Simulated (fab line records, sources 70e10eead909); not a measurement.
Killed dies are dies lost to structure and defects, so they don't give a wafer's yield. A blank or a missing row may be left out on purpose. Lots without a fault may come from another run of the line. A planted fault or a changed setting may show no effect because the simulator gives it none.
A struck lot beside a sound one | flow nand_harc | 16 steps out of a route of 1302
Sound: wafers L397.3, L397.4, L397.6. Struck: wafers L399.2, L399.3, L399.4. The cause comes at the end.
At each step with rows: each side's tool, then ch and its chambers, then its first start. Under that, the readings that differ: sound wafers | struck wafers | difference of the means | sigmas: that difference in standard deviations of wafers without a fault.
alike: readings whose means differ by less than 2 such deviations, and words and numbers that are the same on both sides. not compared: withheld readings, readings that some wafer has no value for, bounds like >300 that may hide the same value, and numbers for which the record gives no deviation and whose values overlap.
The two part at a step that has a row with sigmas, a row that says differs or no value, or rows on one side only. Numbers that don't overlap but have no deviation are shown without sigmas and don't part them. A reading that every wafer of one side lacks parts them only if that side has two wafers or more.

NHARC_A_STAIRCASE_CMP_472: polishes SiO2.
  sound on cmp-02 ch 1,3, day 25 20:32; struck on cmp-01 ch 0,2,3, day 27 11:38
  reading                 | sound             | struck            | difference | sigmas
  edge_zone_pressure_frac | 0.994 0.996 0.995 | 1.001 1.001 1.018 | +0.012     | +2
  alike: motor_current_A, slurry_flow_ml_min
then, 1 step without rows for these wafers: NHARC_A_STAIRCASE_SRD_474.
NHARC_A_STAIRCASE_INSPECT_155:
  sound on defect_inspect-01, day 25 20:51; struck on defect_inspect-01, day 27 11:59
  reading          | sound       | struck      | difference | sigmas
  raw_defect_count | 218 263 217 | 455 563 365 | +228       | +2
NHARC_A_SGD_CUT_DEP_00: deposits SiNx, target thk 50 nm.
  sound on pecvd-04 ch 0,1,2, day 25 20:58; struck on pecvd-03 ch 0,1, day 27 12:05
  alike: heater_power_w
then, 7 steps without rows for these wafers: NHARC_A_SGD_CUT_DEHYDRATE_01 (time 120 s); NHARC_A_SGD_CUT_HMDS_02 (time 30 s); NHARC_A_SGD_CUT_COAT_56 (time 75 s); NHARC_A_SGD_CUT_COAT_57 (time 65 s); NHARC_A_SGD_CUT_COAT_03 (resist thk 90 nm); NHARC_A_SGD_CUT_SOFTBAKE_04 (time 55 s); NHARC_A_SGD_CUT_EBR_05.
NHARC_A_SGD_CUT_EXPOSE_06: exposes mask SGD.
  sound on arfi_scanner-03 ch 0, day 25 21:23; struck on arfi_scanner-01 ch 0, day 27 12:31
  reading              | sound             | struck            | difference | sigmas
  exposure_dose_mJ_cm2 | 85.53 85.71 85.59 | 93.92 93.86 93.91 | +8.29      | +97
  alike: mask
then, 2 steps without rows for these wafers: NHARC_A_SGD_CUT_PEB_07 (peb time 65 s); NHARC_A_SGD_CUT_DEVELOP_08 (develop time 35 s).
NHARC_A_SGD_CUT_CD_MEAS_09: target cd 100 nm.
  sound on cd_sem-01 ch 0, day 25 21:31; struck on cd_sem-01 ch 0, day 27 12:38
  reading    | sound            | struck            | difference | sigmas
  cd_nm (nm) | 100.3 99.4 100.3 | 106.6 106.8 106.7 | +6.7       | +16
NHARC_A_SGD_CUT_OVL_MEAS_10:
  sound on overlay-02, day 25 21:36; struck on overlay-02, day 27 12:44
  reading           | sound         | struck      | difference | sigmas
  overlay_y_nm (nm) | 0.2 -0.7 -0.1 | 1.0 1.6 1.5 | +1.6       | +2
  alike: overlay_x_nm

WHERE THEY PART
First at NHARC_A_STAIRCASE_CMP_472; last, within this record, at NHARC_A_SGD_CUT_OVL_MEAS_10.

WHY: what the simulator had put in
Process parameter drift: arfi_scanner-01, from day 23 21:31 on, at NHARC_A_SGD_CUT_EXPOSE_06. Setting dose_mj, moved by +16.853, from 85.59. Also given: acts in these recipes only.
